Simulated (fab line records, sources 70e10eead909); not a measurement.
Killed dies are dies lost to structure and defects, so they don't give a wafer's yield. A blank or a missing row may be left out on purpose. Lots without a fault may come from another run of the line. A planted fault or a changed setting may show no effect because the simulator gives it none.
fab line records | flow nand_harc | part 1 of 2: steps 1 to 23 of 38
record lots=5 wafers=15 last_day=31
route steps=1302 shown A_BONDPAD@1216 HYBRID_BOND@1237 THIN_TSV@1244
lots that met no fault: from a run of the same line without faults
start_h: hours from the record's first day to the start of the lot's first wafer shown | wait_h: hours since the lot's step before | " the same as in the row above | L1.1+2: a row that stands for several wafers | - no value, or no start given | * or withheld: withheld | < > ~ a bound
route shown NAME@n: a module of which the file shows steps, and the number in the route of the first | usual: mean/standard deviation of fault-free wafers | same: alike in all rows | chamber/n: place in a boat | sites: the reading at each site | _std_site: their standard deviation | _edge_site: outer sites' mean less inner sites' | radius_mm: how far each site lies from the wafer's centre | mask NAME#n: copy n | behind: the tool/chamber that last shaped the wafer | hold: why the lot was held/for how many hours/how that ended | device: the transistor (n, p or np) that didn't switch | end of line: the same wafers' tests at the end of the route | a step without rows: its recipe alone | killed: dies lost to structure and defects at the first sort, not the wafer's yield | map: a wafer's dies, x killed, . not, _ none there
set.NAME: the setting as run; set.NAME@STEP: as run at that earlier step | model.NAME: the simulator's own value behind a step, which no gauge read
lots at some steps of the route; a table a step, a row a wafer
services: from which hour (start_h, from the record's first day; less than 0 if before it) a tool's chamber was out of use, for how many hours, and why
## steps
# step NHARC_A_BONDPAD_OVL_MEAS_35
# usual overlay_x_nm=0/3.5 overlay_y_nm=-2/5.4
# columns lot.wafer tool chamber start_h wait_h overlay_x_nm overlay_y_nm
L075.3 overlay-01 - 540.53 - 1 0
L075.4 " - " " 2 1
L075.6 " - " " 2 0
L076.3 overlay-02 - 541.61 - 4 12
L076.5 " - " " 4 12
L076.6 " - " " 3 12
L084.3 overlay-02 - 644.82 - 1 -4
L084.4 " - " " 1 -3
L084.5 " - " " 1 -3
L092.1 overlay-02 - 708.16 - -5 1
L092.4 " - " " -5 0
L092.6 " - " " -6 0
L093.1 overlay-01 - 712.77 - -5 -4
L093.4 " - " " -5 -4
L093.5 " - " " -4 -4
# step NHARC_A_BONDPAD_HARDBAKE_10
# recipe temp_c=118 time_s=65
# columns lot.wafer tool chamber start_h wait_h
L075.3+4+6 litho_track-02 0 540.58 0.1
L076.3+5+6 litho_track-07 0 541.66 0.1
L084.3+4+5 litho_track-07 0 644.87 0.1
L092.1+4+6 litho_track-02 0 708.20 0.0
L093.1+4+5 litho_track-07 0 712.82 0.0
# step NHARC_A_BONDPAD_DESCUM_11
# recipe time_s=3 o2_flow_sccm=200 ar_flow_sccm=0 bias_power_w=0 chemistry=O2
# usual drypump_motor_current_A=5.9/0.34 oes_product_au=0.992/0.011 rf_vpp_V=58.1/0.94 showerhead_plenum_p_Torr=1.97/0.1 throttle_valve_pct=11.311/0.0092
# columns lot.wafer tool chamber start_h wait_h drypump_motor_current_A oes_product_au rf_hours_counter_h rf_vpp_V showerhead_plenum_p_Torr throttle_valve_pct
L075.4 rie_diel-12 2 540.66 - 5.6 0.985 3 57.5 2.02 11.312
L075.3 " 3 " " 6.2 0.988 3 57.9 1.79 11.320
L075.6 " 1 " " 5.6 0.979 - 58.6 2.04 11.319
L076.3 rie_diel-12 1 541.73 - 5.7 0.988 3 58.0 2.04 11.324
L076.5 " 1 " " 5.7 0.991 - 57.0 2.04 11.317
L076.6 " 2 " " 5.6 0.979 - 58.1 2.02 11.301
L084.4 rie_diel-12 0 644.95 - 5.9 0.992 0 58.0 2.06 11.316
L084.3 " 1 " " 5.6 1.007 0 58.8 2.04 11.308
L084.5 " 0 " " 5.9 0.989 - 58.8 2.06 11.317
L092.4 rie_diel-12 0 708.28 - 5.9 0.985 2 59.1 2.06 11.309
L092.1 " 3 " " 6.2 0.979 2 57.7 1.79 11.300
L092.6 " 0 " " 5.9 0.980 - 56.6 2.06 11.307
L093.1 rie_diel-12 2 712.91 - 5.6 0.967 2 59.8 2.02 11.333
L093.4 " 3 " " 6.2 0.987 3 56.3 1.78 11.316
L093.5 " 2 " " 5.6 0.963 - 58.9 2.02 11.320
# step NHARC_A_BONDPAD_ETCH_34
# recipe target_depth_a=600 overetch_a=180 time_s=65.91 ion_energy_ev=200 n2_flow_sccm=150 h2_flow_sccm=150 ar_flow_sccm=0 rf_w=400 bias_w=150 chemistry=N2/H2
# usual drypump_motor_current_A=6.0/0.33 oes_product_au=0.993/0.011 rf_vpp_V=432/3.3 showerhead_plenum_p_Torr=2.09/0.12 throttle_valve_pct=14.172/0.0098
# columns lot.wafer tool chamber start_h wait_h drypump_motor_current_A oes_product_au rf_hours_counter_h rf_vpp_V showerhead_plenum_p_Torr throttle_valve_pct
L075.4 rie_diel-12 0 540.73 0.1 5.9 0.982 2 435 2.20 14.172
L075.3 " 2 " " 5.6 0.969 3 433 2.15 14.176
L075.6 " 0 " " 5.9 0.985 - 435 2.21 14.161
L076.3 rie_diel-12 1 541.82 0.1 5.6 0.993 3 433 2.18 14.186
L076.6 " 0 " " 5.9 0.988 - 436 2.20 14.180
L076.5 " 1 " " 5.7 0.982 - 436 2.18 14.169
L084.4 rie_diel-12 3 645.03 0.1 6.2 1.000 0 428 1.90 14.160
L084.3 " 1 " " 5.6 1.001 0 435 2.18 14.177
L084.5 " 0 " " 5.9 0.980 - 435 2.20 14.167
L092.1 rie_diel-12 1 708.37 0.1 5.7 1.000 3 435 2.18 14.182
L092.4 " 3 " " 6.2 0.993 2 427 1.90 14.170
L092.6 " 1 " " 5.7 0.998 - 434 2.18 14.177
L093.4 rie_diel-12 2 712.98 0.1 5.6 0.974 2 434 2.15 14.171
L093.1 " 1 " " 5.7 0.992 3 434 2.18 14.169
L093.5 " 3 " " 6.2 1.004 - 427 1.90 14.162
# step NHARC_A_BONDPAD_ETCH_12
# recipe target_depth_a=2200 time_s=110 chf3_flow_sccm=50 o2_flow_sccm=10 ar_flow_sccm=200 rf_w=500 bias_w=200 chemistry=CHF3/O2
# usual drypump_motor_current_A=6.0/0.34 oes_product_au=0.939/0.021 rf_vpp_V=372/3 showerhead_plenum_p_Torr=2.46/0.13 throttle_valve_pct=20.572/0.009
# columns lot.wafer tool chamber start_h wait_h drypump_motor_current_A oes_product_au rf_hours_counter_h rf_vpp_V showerhead_plenum_p_Torr throttle_valve_pct
L075.4 rie_diel-12 0 - - 5.9 0.972 2 374 2.58 20.585
L075.3 " 2 " " 5.6 0.949 3 374 2.53 20.577
L075.6 " 0 " " 5.9 0.969 - 377 2.58 20.584
L076.3 rie_diel-12 2 - - 5.6 0.948 3 373 2.53 20.574
L076.6 " 3 " " 6.2 0.966 - 368 2.25 20.565
L076.5 " 0 " " 5.9 0.963 - 375 2.58 20.583
L084.3 rie_diel-12 3 - - 6.2 0.958 0 369 2.25 20.563
L084.4 " 1 " " 5.7 0.985 0 374 2.55 20.572
L084.5 " 2 " " 5.6 0.964 - 374 2.52 20.581
L092.4 rie_diel-12 0 - - 5.9 0.940 2 375 2.58 20.585
L092.1 " 2 " " 5.6 0.917 2 374 2.52 20.564
L092.6 " 3 " " 6.2 0.944 - 367 2.25 20.568
L093.4 rie_diel-12 3 - - 6.2 0.962 3 367 2.25 20.566
L093.1 " 1 " " 5.6 0.958 3 374 2.55 20.566
L093.5 " 2 " " 5.6 0.934 - 374 2.52 20.565
# step NHARC_A_BONDPAD_CD_MEAS_13
# usual cd_nm=499.3/1.8
# columns lot.wafer tool chamber start_h wait_h cd_nm
L075.3 cd_sem-03 - 540.97 - 500.8
L075.4 " - " " 500.7
L075.6 " - " " 499.5
L076.3 cd_sem-03 - 542.05 - 499.9
L076.5 " - " " 500.8
L076.6 " - " " 499.7
L084.3 cd_sem-03 - 645.26 - 499.6
L084.4 " - " " 502.2
L084.5 " - " " 499.9
L092.1 cd_sem-01 - 708.59 - 498.1
L092.4 " - " " 496.6
L092.6 " - " " 497.2
L093.1 cd_sem-02 - 713.21 - 497.9
L093.4 " - " " 495.8
L093.5 " - " " 497.1
# step NHARC_A_BONDPAD_STRIP_15
# recipe o2_flow_sccm=500 ar_flow_sccm=0 bias_w=0 chemistry=O2
# usual drypump_motor_current_A=5.9/0.31 oes_product_au=0.991/0.01 rf_vpp_V=58.0/0.86 showerhead_plenum_p_Torr=3.62/0.18 throttle_valve_pct=17.036/0.0086
# columns lot.wafer tool chamber start_h wait_h drypump_motor_current_A oes_product_au rf_hours_counter_h rf_vpp_V showerhead_plenum_p_Torr throttle_valve_pct
L075.4 rie_diel-04 1 541.06 0.1 6.6 1.007 0 57.6 3.79 17.050
L075.3 " 2 " " 6.3 1.009 0 58.5 3.40 17.042
L075.6 " 1 " " 6.6 1.002 - 56.9 3.79 17.052
L076.3 rie_diel-12 3 542.12 0.1 6.2 0.990 3 56.6 3.31 17.036
L076.5 " 3 " " 6.2 0.990 - 58.5 3.31 17.025
L076.6 " 0 " " 5.9 0.987 - 59.0 3.79 17.030
L084.4 rie_diel-12 2 645.33 0.1 5.6 0.968 0 59.4 3.70 17.040
L084.3 " 1 " " 5.6 0.998 0 58.4 3.74 17.030
L084.5 " 2 " " 5.6 0.973 - 58.1 3.70 17.022
L092.4 rie_diel-12 2 708.70 0.1 5.6 0.971 2 58.8 3.70 17.028
L092.1 " 3 " " 6.2 0.983 3 57.2 3.31 17.039
L092.6 " 0 " " 5.9 0.984 - 58.0 3.78 17.023
L093.4 rie_diel-12 3 713.29 0.1 6.2 0.991 3 57.4 3.31 17.046
L093.1 " 1 " " 5.6 1.011 3 58.4 3.74 17.027
L093.5 " 0 " " 5.9 0.982 - 59.2 3.78 17.030
# step NHARC_A_BONDPAD_ETCH_24
# recipe target_depth_a=300 over_etch_frac=0.3 time_s=72.99 ion_energy_ev=150 cf4_flow_sccm=50 n2_flow_sccm=100 ar_flow_sccm=150 rf_w=300 bias_w=100 chemistry=CF4/N2
# usual drypump_motor_current_A=5.9/0.31 oes_product_au=0.992/0.012 rf_vpp_V=315.3/2.4 showerhead_plenum_p_Torr=2.70/0.13 throttle_valve_pct=19.795/0.0088
# same over_etch_frac=0.3
# columns lot.wafer tool chamber start_h wait_h drypump_motor_current_A oes_product_au rf_hours_counter_h rf_vpp_V showerhead_plenum_p_Torr throttle_valve_pct
L075.4 rie_diel-04 2 - - 6.3 1.010 0 313.7 2.53 19.789
L075.3 " 3 " " 6.4 1.000 0 314.8 2.64 19.795
L075.6 " 0 " " 5.8 0.985 - 313.4 2.53 19.796
L076.3 rie_diel-12 0 - - 5.9 0.969 3 317.3 2.82 19.802
L076.6 " 0 " " 5.9 0.988 - 316.1 2.82 19.799
L076.5 " 1 " " 5.6 0.984 - 316.1 2.79 19.806
L084.4 rie_diel-12 0 - - 5.9 0.992 0 317.6 2.82 19.794
L084.3 " 2 " " 5.6 0.975 0 316.6 2.76 19.785
L084.5 " 3 " " 6.2 0.990 - 311.1 2.46 19.789
L092.1 rie_diel-12 3 - - 6.2 0.991 3 310.2 2.46 19.789
L092.4 " 2 " " 5.7 0.962 2 315.9 2.76 19.797
L092.6 " 0 " " 5.9 0.981 - 317.7 2.82 19.783
L093.1 rie_diel-12 3 - - 6.2 1.007 3 310.4 2.46 19.802
L093.4 " 0 " " 5.9 0.985 3 316.2 2.82 19.803
L093.5 " 3 " " 6.2 1.003 - 311.8 2.46 19.789
# step NHARC_A_BONDPAD_STRIP_16
# recipe time_s=600 temp_c=30 chemistry=post_etch_residue_remover
# columns lot.wafer tool chamber start_h wait_h
L075.3+4+6 wet_bench-08 3,4,7 541.33 -
L076.6+5+3 wet_bench-08 6,7,0 542.40 -
L084.5+3+4 wet_bench-08 2,3,5 645.62 -
L092.4+1+6 wet_bench-08 6,0,1 708.95 -
L093.5+4+1 wet_bench-10 1,2,6 713.57 -
# step NHARC_A_BONDPAD_DEGAS_25
# recipe temp_c=300 time_s=60
# usual heater_power_w=462/24
# columns lot.wafer tool chamber start_h wait_h heater_power_w
L075.3 pvd_sputter-02 - 541.60 - 458
L075.4 " - " " 453
L075.6 " - " " 462
L076.3 pvd_sputter-01 - 542.67 - 428
L076.5 " - " " 442
L076.6 " - " " 474
L084.4 pvd_sputter-03 - 645.88 - 439
L084.3 " - " " 479
L084.5 " - " " 506
L092.1 pvd_sputter-03 - 709.23 - 505
L092.4 " - " " 466
L092.6 " - " " 488
L093.1 pvd_sputter-03 - 713.85 - 499
L093.4 " - " " 437
L093.5 " - " " 504
# step NHARC_A_BONDPAD_PRE_CLEAN_26
# recipe time_s=30 temp_c=280 gas=H2/He
# usual heater_power_w=408/21
# columns lot.wafer tool chamber start_h wait_h heater_power_w
L075.4 pvd_sputter-02 - - - 379
L075.3 " - " " 397
L075.6 " - " " 383
L076.3 pvd_sputter-01 - - - 413
L076.6 " - " " 411
L076.5 " - " " 403
L084.3 pvd_sputter-03 - - - 377
L084.4 " - " " 412
L084.5 " - " " 448
L092.4 pvd_sputter-03 - - - 383
L092.1 " - " " 440
L092.6 " - " " 412
L093.1 pvd_sputter-03 - - - 439
L093.4 " - " " 390
L093.5 " - " " 426
# step NHARC_A_BONDPAD_PVD_17
# recipe target_thk_a=50 bias_v=168.6 power_w=15000 chamber_pressure_pa=0.12 time_s=8.06 substrate_temp_c=50 material=TaN
# usual chamber_pressure_pa=0.11996/0.00026 throttle_valve_pct=29.8/0.85
# columns lot.wafer tool chamber start_h wait_h chamber_pressure_pa throttle_valve_pct
L075.3 pvd_sputter-02 - - - 0.12039 30.9
L075.4 " - " " 0.12031 29.3
L075.6 " - " " 0.12039 29.1
L076.3 pvd_sputter-01 - - - 0.11997 28.1
L076.5 " - " " 0.11953 31.0
L076.6 " - " " 0.12012 29.1
L084.3 pvd_sputter-03 - - - 0.11968 29.7
L084.4 " - " " 0.11999 30.0
L084.5 " - " " 0.11965 30.0
L092.4 pvd_sputter-03 - - - 0.11962 28.7
L092.1 " - " " 0.12005 30.2
L092.6 " - " " 0.11999 30.5
L093.4 pvd_sputter-03 - - - 0.12 28.8
L093.1 " - " " 0.11976 29.9
L093.5 " - " " 0.11963 29.9
# step NHARC_A_BONDPAD_PVD_27
# recipe target_thk_a=300 chamber_pressure_pa=5 power_w=5000 substrate_temp_c=30 time_s=20.49 material=Cu
# usual chamber_pressure_pa=4.999/0.01 throttle_valve_pct=29.8/0.84
# columns lot.wafer tool chamber start_h wait_h chamber_pressure_pa throttle_valve_pct
L075.4 pvd_sputter-02 - - - 4.989 31.3
L075.3 " - " " 5.019 28.5
L075.6 " - " " 4.989 31.6
L076.3 pvd_sputter-01 - - - 5.005 28.2
L076.6 " - " " 4.973 30.7
L076.5 " - " " 5.007 29.5
L084.3 pvd_sputter-03 - - - 5.006 29.9
L084.4 " - " " 4.985 30.1
L084.5 " - " " 5.016 30.0
L092.1 pvd_sputter-03 - - - 4.992 29.7
L092.4 " - " " 4.990 29.9
L092.6 " - " " 4.992 29.9
L093.1 pvd_sputter-03 - - - 4.992 30.4
L093.4 " - " " 4.981 30.0
L093.5 " - " " 5.016 29.8
# step NHARC_A_BONDPAD_ECD_18
# recipe target_thk_a=4000 bath_temp_c=25 material=Cu
# columns lot.wafer tool chamber start_h wait_h
L075.3+4+6 ecd_cu-01 1,0,1 542.05 -
L076.3+6+5 ecd_cu-02 1,0,1 543.18 -
L084.3+4+5 ecd_cu-02 1,0,1 646.34 -
L092.1+4+6 ecd_cu-02 1 709.63 -
L093.1+4+5 ecd_cu-02 0,0,1 714.21 -
# step NHARC_A_BONDPAD_ANNEAL_28
# recipe temp_c=225 time_s=90
# usual wafer_temp_C_max=226.0/0.39
# columns lot.wafer tool chamber start_h wait_h wafer_temp_C_max
L075.3 rtp_anneal-02 0 542.44 0.3 226.2
L075.4 " 0 " " 226.3
L075.6 " 0 " " 226.4
L076.3 rtp_anneal-01 0 543.51 - 225.5
L076.5 " 0 " " 225.8
L076.6 " 0 " " 225.8
L084.3 rtp_anneal-01 0 646.72 0.3 225.7
L084.4 " 0 " " 225.9
L084.5 " 0 " " 226.1
L092.1 rtp_anneal-01 0 709.95 - 225.6
L092.4 " 0 " " 225.9
L092.6 " 0 " " 226.0
L093.1 rtp_anneal-01 0 714.59 0.3 225.7
L093.4 " 0 " " 225.5
L093.5 " 0 " " 225.4
# step NHARC_A_BONDPAD_CMP_19
# recipe t_overpolish_s=30 cu_recess_touch_s=16 target_thk_nm=169.82
# usual motor_current_A=12.4/0.93 overpolish_run_s=29.999/0.0095
# columns lot.wafer tool chamber start_h wait_h motor_current_A overpolish_run_s
L075.3 cmp-02 1 542.68 - 11.9 29.985
L075.4 " 3 " " 11.9 30.009
L075.6 " 2 " " 10.8 29.997
L076.3 cmp-03 0 543.80 - 11.7 30.006
L076.5 " 2 " " 14.3 30.027
L076.6 " 3 " " 12.6 29.997
L084.4 cmp-03 2 647.03 - 14.3 29.997
L084.3 " 3 " " 12.0 29.989
L084.5 " 1 " " 12.6 30.002
L092.4 cmp-02 1 710.30 - 12.2 30.000
L092.1 " 2 " " 11.6 30.004
L092.6 " 1 " " 12.5 29.992
L093.4 cmp-02 2 715.00 - 11.9 29.998
L093.1 " 3 " " 11.5 29.998
L093.5 " 1 " " 12.1 29.983
# step NHARC_A_BONDPAD_THK_MEAS_20
# recipe thk_meas_gauge=xrf
# usual thk_nm=170.3/1.5
# columns lot.wafer tool chamber start_h wait_h thk_nm
L075.3 film_metro-01 - 543.01 - 169.9
L075.4 " - " " 170.6
L075.6 " - " " 169.7
L076.3 film_metro-02 - 544.07 - 170.6
L076.5 " - " " 169.2
L076.6 " - " " 171.2
L084.3 film_metro-02 - 647.29 - 173.2
L084.4 " - " " 170.1
L084.5 " - " " 169.6
L092.1 film_metro-02 - 710.62 - 167.0
L092.4 " - " " 170.7
L092.6 " - " " 171.1
L093.1 film_metro-02 - 715.27 - 170.3
L093.4 " - " " 168.0
L093.5 " - " " 171.5
# step NHARC_A_BONDPAD_SRD_21
# recipe time_s=30 temp_c=23 dry_time_s=20 spin_rpm=1500
# columns lot.wafer tool chamber start_h wait_h
L075.6+3+4 wet_bench-10 6,7,3 543.05 0.0
L076.5+3+6 wet_bench-10 0,1,2 544.12 0.0
L084.5+3+4 wet_bench-10 3,6,7 647.33 0.0
L092.4+6+1 wet_bench-08 1,3,5 710.66 0.0
L093.1+4+5 wet_bench-10 7,0,1 715.31 0.0
# step NHARC_A_BONDPAD_INSPECT_23
# usual raw_defect_count=540/110
# columns lot.wafer tool chamber start_h wait_h raw_defect_count
L075.3 defect_inspect-01 - 543.23 0.0 553
L075.4 " - " " 626
L075.6 " - " " 613
L076.3 defect_inspect-02 - 544.30 0.0 513
L076.5 " - " " 744
L076.6 " - " " 457
L084.3 defect_inspect-01 - 647.50 0.0 437
L084.4 " - " " 604
L084.5 " - " " 442
L092.1 defect_inspect-01 - 710.84 0.0 602
L092.4 " - " " 384
L092.6 " - " " 562
L093.1 defect_inspect-01 - 715.50 0.0 391
L093.4 " - " " 368
L093.5 " - " " 395
# step NHARC_HYBRID_BOND_ACTIVATE_00
# recipe time_s=60 n2_flow_sccm=200 ar_flow_sccm=0 bias_power_w=0 chemistry=N2
# usual drypump_motor_current_A=5.8/0.33 oes_product_au=0.996/0.01 rf_vpp_V=64.1/0.92 showerhead_plenum_p_Torr=1.76/0.091
# columns lot.wafer tool chamber start_h wait_h drypump_motor_current_A oes_product_au rf_hours_counter_h rf_vpp_V showerhead_plenum_p_Torr
L075.3 rie_diel-02 1 543.31 0.1 6.1 1.012 12 64.8 1.87
L075.4 " 3 " " 5.8 1.001 13 64.6 1.65
L075.6 " 0 " " 5.9 0.989 - 64.4 1.74
L076.3 rie_diel-02 1 544.36 0.1 6.2 1.015 12 65.3 1.87
L076.6 " 1 " " 6.2 1.024 - 65.3 1.87
L076.5 " 2 " " 5.2 0.974 - 63.7 1.89
L084.4 rie_diel-01 3 647.58 0.1 6.2 0.990 21 64.7 1.65
L084.3 " 0 " " 5.3 0.985 22 62.8 1.68
L084.5 " 1 " " 5.6 0.984 - 64.1 1.77
L092.1 rie_diel-01 2 710.90 0.1 5.9 0.994 44 64.8 1.73
L092.6 " 2 " " 5.9 1.007 - 63.8 1.73
L092.4 " 1 " " 5.7 0.976 - 64.1 1.76
L093.4 rie_diel-02 3 715.57 0.1 5.8 1.002 12 63.9 1.65
L093.1 " 1 " " 6.2 1.000 8 64.6 1.86
L093.5 " 2 " " 5.3 0.983 - 64.4 1.89
# step NHARC_HYBRID_BOND_PRECLEAN_01
# recipe time_s=300 temp_c=23 chemistry=DIW
# columns lot.wafer tool chamber start_h wait_h
L075.6+3+4 wet_bench-08 2,3,6 543.45 0.1
L076.5+3+6 wet_bench-08 0,2,3 544.53 0.1
L084.5+3+4 wet_bench-10 0,1,3 647.74 0.1
L092.1+6+4 wet_bench-08 1,3,4 711.10 0.2
L093.4+5+1 wet_bench-10 6,7,2 715.71 0.1
# step NHARC_HYBRID_BOND_SRD_02
# recipe time_s=30 temp_c=23 dry_time_s=20 spin_rpm=1500
# columns lot.wafer tool chamber start_h wait_h
L075.6+3+4 wet_bench-08 2,3,6 - -
L076.5+3+6 wet_bench-08 0,2,3 - -
L084.5+3+4 wet_bench-10 0,1,3 - -
L092.1+6+4 wet_bench-08 1,3,4 - -
L093.4+5+1 wet_bench-10 6,7,2 - -
# step NHARC_HYBRID_BOND_BOND_03
# recipe temp_c=25
# usual bond_force_kN=5.000/0.01
# columns lot.wafer tool chamber start_h wait_h bond_force_kN
L075.3 wafer_bonder-01 0 544.01 - 5.002
L075.4 " 0 " " 5.007
L075.6 " 0 " " 5.012
L076.3 wafer_bonder-01 0 545.07 - 4.988
L076.5 " 0 " " 5.009
L076.6 " 0 " " 4.994
L084.3 wafer_bonder-01 0 648.26 - 5.019
L084.4 " 0 " " 5.001
L084.5 " 0 " " 5.005
L092.1 wafer_bonder-01 0 711.34 - 4.999
L092.4 " 0 " " 5.006
L092.6 " 0 " " 4.994
L093.1 wafer_bonder-01 0 715.97 - 5.004
L093.4 " 0 " " 5.004
L093.5 " 0 " " 5.001
